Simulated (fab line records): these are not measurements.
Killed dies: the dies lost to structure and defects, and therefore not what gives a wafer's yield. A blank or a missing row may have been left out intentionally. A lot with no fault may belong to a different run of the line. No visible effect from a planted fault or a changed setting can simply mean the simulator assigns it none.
fab line records ; flow n5-finfet
record: lots: 11; wafers: 33; last-day: 18
route steps=1938 shown BEOL_M11@1587 BEOL_M12@1609 PASSIVATION@1936
lots with no fault: from the same line, run without faults
start-h: start of the lot's first displayed wafer, in hours after the record's first day ; wait-h: hours since the lot's step before ; " the same as in the row above ; L1.1+2: a row that stands for several wafers ; - value missing, or start not given ; * or withheld: withheld ; < > ~ a bound
route shown NAME@n: names a module that has steps shown in the file, with the first one's number in the route ; usual: the fault-free wafers' mean and standard deviation ; same: alike in all rows ; chamber/n: place in a boat ; sites: each site's reading ; _std_site: the standard deviation of these ; _edge_site: mean of outer sites minus mean of inner sites ; radius-mm: for every site, how far away it sits from the centre of the wafer ; mask NAME#n: copy n ; behind: the last tool/chamber to shape the wafer ; hold: the reason the lot was held/the length of the hold in hours/how it ended ; device: names the non-switching transistor (n, p or np) ; end of line: tests of these same wafers at the route's end ; a step without rows: its recipe alone ; killed: dies that structure and defects cost at the first sort, which is not the same as the wafer's yield ; map: a wafer's dies, x killed, . not, _ none there
set.NAME: the run value of the setting; set.NAME@STEP: its run value at that earlier step ; model.NAME: the simulator's own value behind a step, which no gauge read
steps of the route over a sample of lots; a table a step, a row a wafer
services: from which hour (start-h, from the record's first day; less than 0 if before it) a tool's chamber was out of use, for how many hours, and why
== steps ==
step: N5_BEOL_M11_CURE_72
recipe: temp-c: 370; time-s: 120; ambient: DMADMS/He; material: SiCOH_lowk
usual: lamp-power-pct: 52.31/0.05; wafer_temp_C_max: 371.6/0.57
lot.wafer;tool;chamber;start-h;wait-h;lamp-power-pct;wafer_temp_C_max
L939.3;uv-cure-02;0;215.59;0.1;52.26;371.6
L939.5;uv-cure-02;0;215.59;0.1;52.33;372.4
L939.6;uv-cure-02;0;215.59;0.1;52.32;371.8
L941.1;uv-cure-02;0;225.88;0.0;52.36;371.9
L941.4;uv-cure-02;0;225.88;0.0;52.27;372.0
L941.6;uv-cure-02;0;225.88;0.0;52.32;371.8
L940.2;uv-cure-03;0;231.67;0.1;52.36;371.3
L940.5;uv-cure-03;0;231.67;0.1;52.19;371.2
L940.6;uv-cure-03;0;231.67;0.1;52.29;371.0
L942.2;uv-cure-01;1;238.65;0.1;52.28;371.2
L942.3;uv-cure-01;1;238.65;0.1;52.28;371.0
L942.4;uv-cure-01;1;238.65;0.1;52.30;371.9
L944.1;uv-cure-02;0;256.44;0.0;52.29;371.3
L944.4;uv-cure-02;0;256.44;0.0;52.28;372.4
L944.6;uv-cure-02;0;256.44;0.0;52.31;371.9
L953.1;uv-cure-03;1;302.99;0.0;52.36;372.8
L953.2;uv-cure-03;1;302.99;0.0;52.35;373.4
L953.3;uv-cure-03;1;302.99;0.0;52.38;372.7
L954.1;uv-cure-02;2;313.29;0.0;52.35;371.9
L954.3;uv-cure-02;2;313.29;0.0;52.34;371.9
L954.4;uv-cure-02;2;313.29;0.0;52.22;372.1
L959.1;uv-cure-02;1;362.87;0.0;52.26;370.5
L959.2;uv-cure-02;1;362.87;0.0;52.37;370.8
L959.3;uv-cure-02;1;362.87;0.0;52.28;370.5
L960.3;uv-cure-01;1;366.56;0.1;52.32;371.2
L960.5;uv-cure-01;1;366.56;0.1;52.31;371.7
L960.6;uv-cure-01;1;366.56;0.1;52.30;371.3
L961.2;uv-cure-03;2;366.81;0.3;52.25;371.7
L961.3;uv-cure-03;2;366.81;0.3;52.31;372.3
L961.5;uv-cure-03;2;366.81;0.3;52.29;372.0
L962.2;uv-cure-01;2;374.33;0.2;52.30;371.9
L962.4;uv-cure-01;2;374.33;0.2;52.27;371.6
L962.5;uv-cure-01;2;374.33;0.2;52.35;371.3
step: N5_BEOL_M11_ANNEAL_51
recipe: temp-c: 225; time-s: 90; ambient: N2
usual: wafer_temp_C_max: 226.04/0.24
lot.wafer;tool;chamber;start-h;wait-h;wafer_temp_C_max
L939.3;rtp-anneal-02;0;216.84;0.1;226.33
L939.5;rtp-anneal-02;0;216.84;0.1;226.05
L939.6;rtp-anneal-02;0;216.84;0.1;226.40
L941.1;rtp-anneal-01;0;227.62;0.1;226.04
L941.4;rtp-anneal-01;0;227.62;0.1;225.90
L941.6;rtp-anneal-01;0;227.62;0.1;226.13
L940.2;rtp-anneal-01;0;233.59;0.6;226.01
L940.5;rtp-anneal-01;0;233.59;0.6;226.13
L940.6;rtp-anneal-01;0;233.59;0.6;226.25
L942.2;rtp-anneal-01;0;240.22;0.2;226.28
L942.3;rtp-anneal-01;0;240.22;0.2;225.78
L942.4;rtp-anneal-01;0;240.22;0.2;225.91
L944.1;rtp-anneal-01;0;258.57;0.1;226.06
L944.4;rtp-anneal-01;0;258.57;0.1;226.71
L944.6;rtp-anneal-01;0;258.57;0.1;226.10
L953.1;rtp-anneal-02;0;304.15;0.1;225.74
L953.2;rtp-anneal-02;0;304.15;0.1;226.15
L953.3;rtp-anneal-02;0;304.15;0.1;225.77
L954.1;rtp-anneal-02;0;315.13;0.3;226.03
L954.3;rtp-anneal-02;0;315.13;0.3;226.05
L954.4;rtp-anneal-02;0;315.13;0.3;225.82
L959.1;rtp-anneal-01;0;364.31;0.1;225.57
L959.2;rtp-anneal-01;0;364.31;0.1;225.74
L959.3;rtp-anneal-01;0;364.31;0.1;225.81
L960.3;rtp-anneal-01;0;369.27;0.1;226.17
L960.5;rtp-anneal-01;0;369.27;0.1;226.07
L960.6;rtp-anneal-01;0;369.27;0.1;225.56
L961.2;rtp-anneal-02;0;369.56;0.2;226.44
L961.3;rtp-anneal-02;0;369.56;0.2;226.30
L961.5;rtp-anneal-02;0;369.56;0.2;225.88
L962.2;rtp-anneal-02;0;376.18;0.3;225.91
L962.4;rtp-anneal-02;0;376.18;0.3;225.92
L962.5;rtp-anneal-02;0;376.18;0.3;225.46
step: N5_BEOL_M11_THK_MEAS_53
recipe: thk-meas-gauge: xrf; reads: Cu_of_BEOL_M11_ECD_50
usual: M11_THK: 139/4.1
lot.wafer;tool;chamber;start-h;wait-h;M11_THK[nm]
L939.3;film-metro-02;-;217.34;-;135
L939.5;film-metro-02;-;217.34;-;132
L939.6;film-metro-02;-;217.34;-;138
L941.1;film-metro-01;-;228.22;-;138
L941.4;film-metro-01;-;228.22;-;132
L941.6;film-metro-01;-;228.22;-;130
L940.2;film-metro-02;-;234.16;-;138
L940.5;film-metro-02;-;234.16;-;139
L940.6;film-metro-02;-;234.16;-;144
L942.2;film-metro-02;-;240.99;-;139
L942.3;film-metro-02;-;240.99;-;139
L942.4;film-metro-02;-;240.99;-;135
L944.1;film-metro-01;-;259.43;-;142
L944.4;film-metro-01;-;259.43;-;138
L944.6;film-metro-01;-;259.43;-;138
L953.1;film-metro-01;-;304.76;-;132
L953.2;film-metro-01;-;304.76;-;134
L953.3;film-metro-01;-;304.76;-;141
L954.1;film-metro-02;-;315.72;-;141
L954.3;film-metro-02;-;315.72;-;142
L954.4;film-metro-02;-;315.72;-;141
L959.1;film-metro-01;-;364.92;-;142
L959.2;film-metro-01;-;364.92;-;136
L959.3;film-metro-01;-;364.92;-;143
L960.3;film-metro-01;-;369.78;-;141
L960.5;film-metro-01;-;369.78;-;139
L960.6;film-metro-01;-;369.78;-;146
L961.2;film-metro-01;-;370.11;-;136
L961.3;film-metro-01;-;370.11;-;139
L961.5;film-metro-01;-;370.11;-;136
L962.2;film-metro-02;-;376.73;-;143
L962.4;film-metro-02;-;376.73;-;139
L962.5;film-metro-02;-;376.73;-;147
step: N5_BEOL_M12_PEB_08
recipe: peb-temp-c: 130; peb-time-s: 90
usual: heater-power-total-W: 172.5/0.77; plate-temp-C: 130.00/0.14
lot.wafer;tool;chamber;start-h;wait-h;heater-power-total-W;plate-temp-C
L939.3;litho-track-02;0;218.02;0.0;173.0;130.12
L939.5;litho-track-02;0;218.02;0.0;172.3;130.20
L939.6;litho-track-02;0;218.02;0.0;173.9;130.07
L941.1;litho-track-05;0;228.73;0.1;172.2;129.97
L941.4;litho-track-05;0;228.73;0.1;172.3;129.80
L941.6;litho-track-05;0;228.73;0.1;173.8;130.00
L940.2;litho-track-01;0;234.79;0.0;171.0;129.93
L940.5;litho-track-01;0;234.79;0.0;171.2;130.05
L940.6;litho-track-01;0;234.79;0.0;171.2;129.91
L942.2;litho-track-05;0;241.55;0.0;171.8;129.84
L942.3;litho-track-05;0;241.55;0.0;172.1;129.94
L942.4;litho-track-05;0;241.55;0.0;172.6;130.14
L944.1;litho-track-05;0;259.94;0.1;172.1;129.85
L944.4;litho-track-05;0;259.94;0.1;172.7;129.86
L944.6;litho-track-05;0;259.94;0.1;172.5;129.90
L953.1;litho-track-01;0;305.39;0.1;164.5;125.41
L953.2;litho-track-01;0;305.39;0.1;165.9;125.36
L953.3;litho-track-01;0;305.39;0.1;165.2;125.40
L954.1;litho-track-01;0;316.40;0.1;164.8;125.56
L954.3;litho-track-01;0;316.40;0.1;165.9;125.59
L954.4;litho-track-01;0;316.40;0.1;165.4;125.61
L959.1;litho-track-02;0;365.55;0.1;170.9;130.15
L959.2;litho-track-02;0;365.55;0.1;172.6;130.10
L959.3;litho-track-02;0;365.55;0.1;172.8;129.95
L960.3;litho-track-05;0;370.41;0.0;172.6;130.11
L960.5;litho-track-05;0;370.41;0.0;172.9;129.91
L960.6;litho-track-05;0;370.41;0.0;171.9;129.99
L961.2;litho-track-02;0;370.74;0.0;172.8;130.05
L961.3;litho-track-02;0;370.74;0.0;170.9;129.94
L961.5;litho-track-02;0;370.74;0.0;172.6;130.15
L962.2;litho-track-01;0;377.38;0.0;172.9;130.25
L962.4;litho-track-01;0;377.38;0.0;172.9;129.89
L962.5;litho-track-01;0;377.38;0.0;172.4;130.11
step: N5_BEOL_M12_CD_MEAS_10
recipe: target-cd-nm: 140; landing-energy-ev: 500; detector: se-inlens; polarity: opening
usual: cd-nm: 141.3/2.6
lot.wafer;tool;chamber;start-h;wait-h;cd-nm
L939.3;cd-sem-02;0;218.14;-;144.1
L939.5;cd-sem-02;0;218.14;-;142.1
L939.6;cd-sem-02;0;218.14;-;139.8
L941.1;cd-sem-01;0;228.85;-;139.1
L941.4;cd-sem-01;0;228.85;-;138.9
L941.6;cd-sem-01;0;228.85;-;141.5
L940.2;cd-sem-03;0;234.90;-;143.1
L940.5;cd-sem-03;0;234.90;-;144.0
L940.6;cd-sem-03;0;234.90;-;145.9
L942.2;cd-sem-01;0;241.66;-;142.0
L942.3;cd-sem-01;0;241.66;-;141.8
L942.4;cd-sem-01;0;241.66;-;144.0
L944.1;cd-sem-01;0;260.06;-;139.1
L944.4;cd-sem-01;0;260.06;-;143.9
L944.6;cd-sem-01;0;260.06;-;140.2
L953.1;cd-sem-01;0;305.51;-;127.8
L953.2;cd-sem-01;0;305.51;-;125.3
L953.3;cd-sem-01;0;305.51;-;125.9
L954.1;cd-sem-03;0;316.52;-;122.6
L954.3;cd-sem-03;0;316.52;-;125.8
L954.4;cd-sem-03;0;316.52;-;123.2
L959.1;cd-sem-02;0;365.66;-;138.4
L959.2;cd-sem-02;0;365.66;-;142.0
L959.3;cd-sem-02;0;365.66;-;138.7
L960.3;cd-sem-01;0;370.52;-;136.3
L960.5;cd-sem-01;0;370.52;-;140.4
L960.6;cd-sem-01;0;370.52;-;140.2
L961.2;cd-sem-02;0;370.86;-;145.1
L961.3;cd-sem-02;0;370.86;-;137.5
L961.5;cd-sem-02;0;370.86;-;139.0
L962.2;cd-sem-02;0;377.50;-;139.5
L962.4;cd-sem-02;0;377.50;-;138.0
L962.5;cd-sem-02;0;377.50;-;143.1
step: N5_PASSIVATION_PROBE_49
usual: defect-limited-yield: 91.2/1.6; killed_at_M0_to_M3: 34/11; killed_at_M4_up: 13/5.2; killed-at-contacts: 13/6.3; killed-at-front-end: 40/14; killed-at-other: 3.2/2.4; killed-dies: 104/19; killed-on-rim: 14/4.2; killed-open: 69/14; killed-short: 32/7.5; sort_bin_4_leakage: 0.00/0.04; sort_bin_5_function: 5.3/1.1; sort_bin_6_memory: 3.2/0.73; sort_bin_8_speed: 0.01/0.038; sort-n-pass: 1076/19; sort-yield-pct: 91.2/1.6
same: gross-dies: 1180; killed-at-back-side: 0
lot.wafer;tool;chamber;start-h;wait-h;defect-limited-yield[%];killed_at_M0_to_M3;killed_at_M4_up;killed-at-contacts;killed-at-front-end;killed-at-other;killed-dies;killed-on-rim;killed-open;killed-short;sort_bin_4_leakage[%];sort_bin_5_function[%];sort_bin_6_memory[%];sort_bin_8_speed[%];sort-n-pass;sort-yield-pct[%]
L944.1;prober-02;-;292.63;0.0;90.6;38;7;9;49;8;111;14;74;36;0;5.7;3.3;0;1069;90.6
L944.4;prober-02;-;292.78;0.2;91.3;30;9;6;56;2;103;9;75;28;0;5.4;2.8;0;1077;91.3
L944.6;prober-02;-;292.88;0.3;91.6;29;20;2;47;1;99;9;69;23;0;4.7;3.5;0;1081;91.6
L953.1;prober-02;-;347.40;0.0;89.4;39;13;5;64;4;125;12;90;32;0;6.7;3.6;0;1055;89.4
L953.2;prober-02;-;347.45;0.1;86.4;49;10;8;88;5;160;28;99;53;0;8.2;5.2;0;1020;86.4
L953.3;prober-02;-;347.50;0.1;88.4;62;22;3;44;6;137;17;80;42;0;6.9;4.1;0;1043;88.4
L954.1;prober-02;-;364.49;0.0;86.8;60;45;15;32;4;156;26;89;37;0;8.6;4.4;0;1024;86.8
L954.3;prober-02;-;364.59;0.1;87.9;49;32;14;45;3;143;22;83;38;0;7.4;4.4;0;1037;87.9
L954.4;prober-02;-;364.64;0.2;82.6;44;108;18;31;4;205;46;65;43;0;13.7;3.3;0;975;82.6
L959.1;prober-02;-;400.46;0.0;91.7;24;7;23;43;1;98;8;60;37;0;5.8;2.2;0;1082;91.7
L959.2;prober-02;-;400.51;0.1;90.9;49;11;8;38;1;107;12;69;33;0;5.8;2.8;0;1073;90.9
L959.3;prober-02;-;400.56;0.1;89.8;38;21;21;39;1;120;16;88;32;0;6.7;3.1;0;1060;89.8
killed by level:class
L944.1 FIN_SAQP:geometric-particle:open=17 BEOL_M1:geometric-particle:open=9 BEOL_M3:geometric-particle:open=8 FIN_SAQP:geometric-particle:short=7 MOL_CONTACT_COAG:geometric-particle:open=6 STI_FIN_REVEAL:geometric-particle:open=5 BEOL_M0_SAQP:geometric-particle:short=5 BEOL_M0:geometric-particle:open=5
L944.4 FIN_SAQP:geometric-particle:open=13 FIN_SAQP:geometric-particle:short=10 STI_FIN_REVEAL:geometric-particle:open=9 BEOL_M1:geometric-particle:open=9 BEOL_M3:geometric-particle:open=7 BEOL_M0_SAQP:geometric-particle:open=7 MOL_CONTACT_COAG:geometric-particle:open=4 BEOL_M5:geometric-particle:open=4
L944.6 STI_FIN_REVEAL:geometric-particle:open=12 BEOL_M3:geometric-particle:open=10 FIN_SAQP:geometric-particle:open=9 FIN_SAQP:geometric-particle:short=7 STARTING-WAFER:geometric-particle:open=7 BEOL_M1:geometric-particle:open=6 BEOL_M2:geometric-particle:open=5 DUMMY_GATE:geometric-particle:open=3
L953.1 FIN_SAQP:geometric-particle:open=22 BEOL_M0_SAQP:geometric-particle:open=14 STI_FIN_REVEAL:geometric-particle:open=11 BEOL_M3:geometric-particle:open=9 GATE_CUT:geometric-particle:short=7 BEOL_M0_SAQP:geometric-particle:short=6 MOL_CONTACT_COAG:geometric-particle:open=5 ILD0:geometric-particle:open=5
L953.2 STI_FIN_REVEAL:geometric-particle:open=31 FIN_SAQP:geometric-particle:open=15 FIN_SAQP:geometric-particle:short=14 BEOL_M0_SAQP:geometric-particle:open=13 BEOL_M0_SAQP:geometric-particle:short=13 BEOL_M2:geometric-particle:open=10 STI_FIN_REVEAL:geometric-particle:short=7 BEOL_M1:geometric-particle:open=6
L953.3 BEOL_M0_SAQP:geometric-particle:short=21 BEOL_M0_SAQP:geometric-particle:open=19 FIN_SAQP:geometric-particle:open=10 STI_FIN_REVEAL:geometric-particle:open=10 BEOL_M4:geometric-particle:open=9 BEOL_M12:area-peb=9 BEOL_M2:geometric-particle:open=8 FIN_SAQP:geometric-particle:short=5
L954.1 BEOL_M12:area-peb=29 MOL_CONTACT_COAG:geometric-particle:open=14 BEOL_M0_SAQP:geometric-particle:open=12 BEOL_M1:geometric-particle:open=10 BEOL_M2:geometric-particle:open=10 BEOL_M0_SAQP:geometric-particle:short=9 BEOL_M3:geometric-particle:open=9 FIN_SAQP:geometric-particle:open=7
L954.3 BEOL_M12:area-peb=18 BEOL_M2:geometric-particle:open=14 STI_FIN_REVEAL:geometric-particle:open=12 MOL_CONTACT_COAG:geometric-particle:open=9 BEOL_M0_SAQP:geometric-particle:open=9 FIN_SAQP:geometric-particle:open=8 BEOL_M1:geometric-particle:open=7 FIN_SAQP:geometric-particle:short=6
L954.4 BEOL_M12:area-peb=96 FIN_SAQP:geometric-particle:short=15 MOL_CONTACT_COAG:geometric-particle:open=14 BEOL_M0_SAQP:geometric-particle:short=13 BEOL_M1:geometric-particle:open=6 BEOL_M2:geometric-particle:open=6 FIN_SAQP:geometric-particle:open=5 BEOL_M3:geometric-particle:open=5
L959.1 MOL_CONTACT_COAG:geometric-particle:open=15 FIN_SAQP:geometric-particle:short=14 MOL_CONTACT_COAG:geometric-particle:short=8 STI_FIN_REVEAL:geometric-particle:open=7 FIN_SAQP:geometric-particle:open=6 BEOL_M2:geometric-particle:open=6 BEOL_M3:geometric-particle:open=5 BEOL_M0_SAQP:geometric-particle:open=5
L959.2 BEOL_M2:geometric-particle:open=18 BEOL_M0_SAQP:geometric-particle:short=10 BEOL_M1:geometric-particle:open=8 STI_FIN_REVEAL:geometric-particle:open=6 DUMMY_GATE:geometric-particle:open=6 MOL_CONTACT_COAG:geometric-particle:open=6 BEOL_M0:geometric-particle:open=6 FIN_SAQP:geometric-particle:short=5
L959.3 MOL_CONTACT_COAG:geometric-particle:open=16 BEOL_M2:geometric-particle:open=14 FIN_SAQP:geometric-particle:short=9 BEOL_M1:geometric-particle:open=9 STI_FIN_REVEAL:geometric-particle:open=8 FIN_SAQP:geometric-particle:open=7 DUMMY_GATE:geometric-particle:open=6 MOL_CONTACT_COAG:geometric-particle:short=5
== services ==
tool;chamber;start-h;hours;kind
uv-cure-01;-;201.01;7.5;pm
litho-track-05;-;214.03;-;consumable-replace:filter
uv-cure-03;-;217.24;7.5;pm
uv-cure-02;-;241.18;2.8;pm
uv-cure-01;-;241.66;2.1;pm
uv-cure-01;-;261.58;15.1;repair
uv-cure-01;-;296.75;2.6;repair
uv-cure-03;-;319.69;1.0;pm
uv-cure-02;-;320.20;7.5;pm
rtp-anneal-01;-;342.45;5.1;pm
litho-track-01;-;344.47;-;consumable-replace:filter
uv-cure-03;-;346.53;6.0;pm
uv-cure-01;-;355.28;2.8;repair
uv-cure-01;-;360.28;2.8;pm
litho-track-02;-;366.44;-;consumable-replace:filter
litho-track-01;-;374.45;-;consumable-replace:filter
== key ==
first-sign: step: N5_BEOL_M12_PEB_08; reading: plate-temp-C; direction: down; sigmas: 32; usual: *; struck: *
effect: step: N5_BEOL_M12_PEB_08; reading: heater-power-total-W; direction: down; sigmas: 9.4; usual: *; struck: *
effect: step: N5_BEOL_M12_CD_MEAS_10; reading: cd-nm; direction: down; sigmas: 6.3; usual: 141.3; struck: 125.1; through: control-loop
effect: step: N5_PASSIVATION_PROBE_49; reading: killed_at_M4_up; direction: up; sigmas: 4.9; usual: 13; struck: 38; wafers-moved: 3
met-at N5_BEOL_M12_PEB_08
struck-lots L953,L954
loop-trim: step: N5_BEOL_M12_EXPOSE_07; setting: dose; lots: L954
not-acting-at N5_BEOL_M11_CURE_72,N5_BEOL_M11_ANNEAL_51,N5_BEOL_M11_THK_MEAS_53
onset-between 234.79 305.39
fault: kind: process-parameter-drift; tool: litho-track-01; chamber: -; onset-h: 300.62; steps: N5_BEOL_M12_PEB_08; channel: peb-temp-c; offset: *; shape: step; end-h: 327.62; acts-in: *; stated: *
loop-trim: a control loop set the setting to another value than it would have without faults
